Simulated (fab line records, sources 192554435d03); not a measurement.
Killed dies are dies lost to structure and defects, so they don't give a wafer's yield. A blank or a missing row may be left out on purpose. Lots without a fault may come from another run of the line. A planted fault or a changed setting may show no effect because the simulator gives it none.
Split-lot experiment | flow n5_finfet | 7 lots, 21 wafers read, on a route of 1938 steps

THE SPLIT
At N5_BEOL_M15_PEB_26 (peb time 90 s), the setting peb_time_s was moved away from the recipe's 90 s on 7 of the 21 wafers read, by -21.3% to +20.9%. The other wafers ran this setting at the recipe's value.

FROM THE SPLIT TO THE READING: what the file shows between them, 2 steps
- N5_BEOL_M15_DEVELOP_27: develop time 45 s (also split here: develop_time_s)
- N5_BEOL_M15_HARDBAKE_32: time 120 s

THE READING
cd_nm, in nm, at N5_BEOL_M15_CD_MEAS_28 (target cd 407.6 nm). Fault-free wafers of this fab line usually give 406.3 nm, standard deviation 1.5 nm.

wafer  | tool, chamber at the split | peb_time_s as run, s | against the recipe | cd_nm, nm | against lot-mates on the recipe
L078.2 | litho_track-04, 0          | 90                   | recipe             | 405.9     | -
L078.4 | litho_track-04, 0          | 90                   | recipe             | 406.2     | -
L078.5 | litho_track-04, 0          | 108.8                | +20.9%             | 411.8     | +5.8
L087.2 | litho_track-01, 0          | 82.01                | -8.9%              | 401.8     | no lot-mate on the recipe
L087.5 | litho_track-01, 0          | 82.01                | -8.9%              | 399.4     | no lot-mate on the recipe
L087.6 | litho_track-01, 0          | 82.01                | -8.9%              | 398.8     | no lot-mate on the recipe
L088.1 | litho_track-01, 0          | 103                  | +14.4%             | 411.1     | +5.6
L088.2 | litho_track-01, 0          | 90                   | recipe             | 404.1     | -
L088.6 | litho_track-01, 0          | 90                   | recipe             | 407.0     | -
L090.2 | litho_track-03, 0          | 90                   | recipe             | 404.5     | -
L090.3 | litho_track-03, 0          | 90                   | recipe             | 406.2     | -
L090.5 | litho_track-03, 0          | 90                   | recipe             | 406.0     | -
L095.2 | litho_track-04, 0          | 78.29                | -13.0%             | 398.9     | -7.1
L095.3 | litho_track-04, 0          | 90                   | recipe             | 406.7     | -
L095.5 | litho_track-04, 0          | 90                   | recipe             | 405.4     | -
L096.1 | litho_track-03, 0          | 90                   | recipe             | 406.2     | -
L096.2 | litho_track-03, 0          | 70.87                | -21.3%             | 397.7     | -8.6
L096.6 | litho_track-03, 0          | 90                   | recipe             | 406.4     | -
L097.3 | litho_track-04, 0          | 90                   | recipe             | 407.7     | -
L097.4 | litho_track-04, 0          | 90                   | recipe             | 407.1     | -
L097.5 | litho_track-04, 0          | 90                   | recipe             | 407.2     | -

THE FIT
A straight line over all 21 wafers: cd_nm changes by +0.407 nm for each +1% of peb_time_s; r = +0.92; the points scatter about the line by 1.5 nm.
The same after taking each lot's own level away (the mean of its wafers on the recipe; 18 wafers): +0.376 nm for each +1%; r = +0.96; scatter 0.99 nm.
On that fit, the largest move of peb_time_s shifts the reading by 8 nm.
The lots' own levels span 405.55 to 407.33 nm, that is 1.2 times the standard deviation above.
So the lot-to-lot level changes the slope little: the two slopes agree.
Check: with one of the wafers moved furthest among these (-21.3%) left out of the fit, the line predicts -8.03 nm for it against its lot-mates. It came out at -8.6 nm against them.

OTHER SPLITS ON THESE WAFERS
These wafers also went through other splits before the reading. Each is held against what the fit with the lots' levels taken away leaves over:
other split on the same wafers        | wafers away from the commonest value | r with cd_nm (lot level and that fit taken away)
N5_BEOL_M11_DESCUM_16 time_s          | 9                                    | -0.32
N5_BEOL_M11_ETCH_62 time_s            | 6                                    | +0.01
N5_BEOL_M11_COAT_22 spin_rpm          | 4                                    | -0.14
N5_BEOL_M11_ETCH_66 time_s            | 8                                    | -0.40
N5_BEOL_M12_COAT_22 spin_rpm          | 6                                    | +0.16
N5_BEOL_M13_COAT_65 spin_rpm          | 6                                    | -0.15
N5_BEOL_M14_DEP_53 time_s             | 9                                    | -0.25
N5_BEOL_M15_DEVELOP_27 develop_time_s | 9                                    | +0.04

THE WHOLE CHAIN: every reading that the file lists as answering this split, in the file's order
step                   | what it does                                                            | reading                                                         | change (the file's fit)               | r (the file's)
N5_BEOL_M15_CD_MEAS_28 | target cd 407.6 nm                                                      | cd_nm                                                           | +0.377 nm for each +1% of the setting | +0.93
N5_BEOL_M15_DESCUM_33  | chemistry O2, time 7.9 s                                                | BEOL_M15.cd_nm (the simulator's own value, which no gauge read) | +0.389 nm for each +1% of the setting | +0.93
N5_BEOL_M15_ETCH_61    | etches BARC in N2/H2, target depth 89 nm, overetch 26.7 nm, time 67.9 s | BEOL_M15.cd_nm (the simulator's own value, which no gauge read) | +0.375 nm for each +1% of the setting | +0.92

THE FILE'S OWN FIT
cd_nm changes by +0.377 nm for each +1% of peb_time_s, r = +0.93.
